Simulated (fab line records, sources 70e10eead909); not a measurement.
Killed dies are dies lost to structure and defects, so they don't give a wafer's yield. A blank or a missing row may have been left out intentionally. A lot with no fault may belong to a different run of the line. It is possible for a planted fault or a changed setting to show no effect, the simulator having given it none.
What tool caused it?    flow nand harc    route of 1159 steps, sampled at 1 step: 7 lots, 21 wafers

WHAT THE GAUGES SHOWED, per wafer
NHARC_A_M1_INSPECT_27.
lot   measured      on                 raw defect count
L546  day 18 01:29  defect inspect-02  413 347 463
L543  day 18 04:14  defect inspect-02  519 446 476
L544  day 19 03:55  defect inspect-01  418 501 400
L550  day 20 00:38  defect inspect-01  338 924 403
L551  day 20 07:13  defect inspect-02  346 346 328
L554  day 21 03:04  defect inspect-01  418 557 439
L559  day 21 22:07  defect inspect-02  405 447 637

EACH LOT AND THE TOOL THAT RAN IT (in order: tool; ch and the chambers of the sampled wafers; start)
No process step before these readings appears in the record.

THE ANSWER, worked out from the rows above alone
Rule: what is usual is taken from the lots themselves. Put in order of their means at a reading, lots are off if they are a third of the lots or fewer, leave a main group of 4 or more, and stand apart from it by a gap of 3 or more times the standard deviation of the main group's means; of several such gaps the widest counts. A main group whose means are all the same, to the digits that the tables above print for the reading, isn't used. Also off: a lot with no number at a reading for which 4 or more lots have one. The other lots that the step has rows for count as sound.
No lot is off on any of the readings shown, so nothing can be concluded from this.

WHAT THE SIMULATOR PUT IN
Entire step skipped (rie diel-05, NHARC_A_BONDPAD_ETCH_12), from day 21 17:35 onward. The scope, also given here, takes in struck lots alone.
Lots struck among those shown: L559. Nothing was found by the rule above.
